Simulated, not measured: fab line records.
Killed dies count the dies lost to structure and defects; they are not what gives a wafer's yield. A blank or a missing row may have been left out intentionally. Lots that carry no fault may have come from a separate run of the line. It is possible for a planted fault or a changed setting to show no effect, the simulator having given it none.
A struck lot beside a sound one / flow n5Finfet / 36 steps out of a route of 1938
Sound: the wafers L683.1, L683.5, L683.6. Struck: wafers L681.1, L681.3, L681.4. The cause is named last.
Per side, at each step with rows, come the tool, then ch with its chambers, and then its first start. Under that, the readings that differ: sound wafers / struck wafers / difference of the means / sigmas: that difference in standard deviations of wafers without a fault.
alike: readings whose means differ by less than 2 such deviations, and words and numbers that are the same on both sides. not compared: withheld readings, readings that some wafer has no value for, bounds like >300 that may hide the same value, and numbers for which the record gives no deviation and whose values overlap.
The two part at a step that has a row with sigmas, a row that says differs or no value, or rows on one side only. When numbers do not overlap yet have no deviation, they are printed without sigmas and do not part them. A reading missing from all wafers of one side parts the sides only when that side holds two or more wafers.

first, 9 steps without rows for these wafers: N5_PMOS_HMC_CHANNEL_EPI_EXPOSE_06 (exposes mask PMOS HMC BLK, target cd 240 nm); N5_PMOS_HMC_CHANNEL_EPI_PEB_07 (peb time 60 s); N5_PMOS_HMC_CHANNEL_EPI_DEVELOP_08 (develop time 30 s); N5_PMOS_HMC_CHANNEL_EPI_DESCUM_14 (chemistry O2, time 7.9 s); N5_PMOS_HMC_CHANNEL_EPI_ETCH_32 (etches BARC in N2/H2, stops on SiO2, target depth 85.8 nm, time 50.3 s); N5_PMOS_HMC_CHANNEL_EPI_HM_OPEN_15 (chemistry CHF3/O2, target SiO2, target depth 40.6 nm, time 20.3 s); N5_PMOS_HMC_CHANNEL_EPI_STRIP_33 (strips in N2/H2); N5_PMOS_HMC_CHANNEL_EPI_STRIP_17 (strips in SPM, time 750 s); N5_PMOS_HMC_CHANNEL_EPI_ETCH_38 (etches SiO2 in CF4, target depth 1.5 nm).
N5_PMOS_HMC_CHANNEL_EPI_FIN_RECESS_16: chemistry HBr/Cl2, target Si, target depth 54 nm, time 18 s.
  sound on rieSi-06 ch 0,1, day 6 12:28; struck on rieSi-02 ch 1,2,3, day 5 23:36
  no value came back on the struck wafers for any of 6 readings (HBr_flow_sccm (sccm), biasW (W) and others); on the sound wafers HBr_flow_sccm (sccm) reads 149.9 149.7 150.4
reading=model.SiO2_of_PMOS_HMC_CHANNEL_EPI_HM_DEP_34.thkNm (nm); sound=30.04 30.55 30.31; struck=33.63 34.34 34.48; difference=+3.85; sigmas=
  not compared: rfHoursCounterH
then, 1 step without rows for these wafers: N5_PMOS_HMC_CHANNEL_EPI_PRECLEAN_36 (cleans in O3/DIW, time 45 s).
N5_PMOS_HMC_CHANNEL_EPI_PRECLEAN_18: cleans in DHF, time 30 s.
  sound on wetBench-05 ch 3,5,6, day 6 12:35; struck on wetBench-05 ch 1,2,4, day 5 23:43
reading=model.SiO2_of_PMOS_HMC_CHANNEL_EPI_HM_DEP_34.thkNm (nm); sound=24.41 24.95 24.7; struck=28.04 28.74 28.86; difference=+3.86; sigmas=
then, 5 steps without rows for these wafers: N5_PMOS_HMC_CHANNEL_EPI_SRD_19 (time 30 s); N5_PMOS_HMC_CHANNEL_EPI_EPI_20 (deposits SiGe30, target thk 59 nm); N5_PMOS_HMC_CHANNEL_EPI_HM_STRIP_35 (strips SiO2 in dHF, material SiO2, target depth 39.6 nm, time 216 s); N5_PMOS_HMC_CHANNEL_EPI_SRD_39 (time 30 s); N5_PMOS_HMC_CHANNEL_EPI_CMP_21 (polishes SiGe30, target thk 54 nm).
N5_PMOS_HMC_CHANNEL_EPI_THK_MEAS_22:
  sound: filmMetro-01 at day 6 14:17; struck: filmMetro-01 at day 6 01:56
reading=HMC_CMP_THK (nm); sound=56.0 54.8 55.4; struck=0.2 0.0 0.1; difference=-55.3; sigmas=-55
then, 17 steps without rows for these wafers: N5_PMOS_HMC_CHANNEL_EPI_PRECLEAN_40 (cleans in DHF, time 30 s); N5_PMOS_HMC_CHANNEL_EPI_PRECLEAN_37 (cleans in O3/DIW, time 45 s); N5_PMOS_HMC_CHANNEL_EPI_PRECLEAN_24 (cleans in DHF, time 30 s); N5_PMOS_HMC_CHANNEL_EPI_SRD_25 (time 30 s); N5_PMOS_HMC_CHANNEL_EPI_EPI_26 (deposits Si from SiH4/H2, target thk 3.8 nm, time 22.7 s); N5_FIN_SAQP_PRECLEAN_42 (cleans in O3/DIW, time 60 s); N5_FIN_SAQP_PRECLEAN_00 (cleans in SC1, time 60 s); N5_FIN_SAQP_PRECLEAN_44 (cleans in SC2, time 45 s); N5_FIN_SAQP_SRD_01 (time 30 s); N5_FIN_SAQP_ALD_61 (deposits SiO2, target thk 4 nm, pulse time 1 s, purge time 2 s); N5_FIN_SAQP_DENSIFY_62 (time 60 s); N5_FIN_SAQP_HM_DEP_03 (deposits SiNx from SiH4/NH3/N2, target thk 38 nm, time 33.6 s); N5_FIN_SAQP_PECVD_47 (deposits a-Si from SiH4/He, target thk 45 nm, time 36.3 s); N5_FIN_SAQP_PECVD_48 (deposits SiNx from SiH4/NH3/N2, target thk 25 nm, time 22.1 s); N5_FIN_SAQP_PECVD_06 (deposits a-Si from SiH4/He, target thk 60 nm, time 48.1 s); N5_FIN_SAQP_HM_DEP_72 (deposits SiO2 from SiH4/N2O, target thk 12 nm, time 7.2 s); N5_FIN_SAQP_COAT_49 (time 60 s, resist thk 100 nm).
N5_FIN_SAQP_OVL_MEAS_17:
  sound on overlay-01 ch 0, day 6 16:08; struck on overlay-02 ch 0, day 6 03:59
reading=FIN_CORE_OVL (nm); sound=-1.3 -0.7 -1.4; struck=- - -; difference=no value on the struck wafers; sigmas=

WHERE THEY PART
Last at N5_FIN_SAQP_OVL_MEAS_17 as far as this record goes, first at N5_PMOS_HMC_CHANNEL_EPI_FIN_RECESS_16.

WHY: what the simulator had put in
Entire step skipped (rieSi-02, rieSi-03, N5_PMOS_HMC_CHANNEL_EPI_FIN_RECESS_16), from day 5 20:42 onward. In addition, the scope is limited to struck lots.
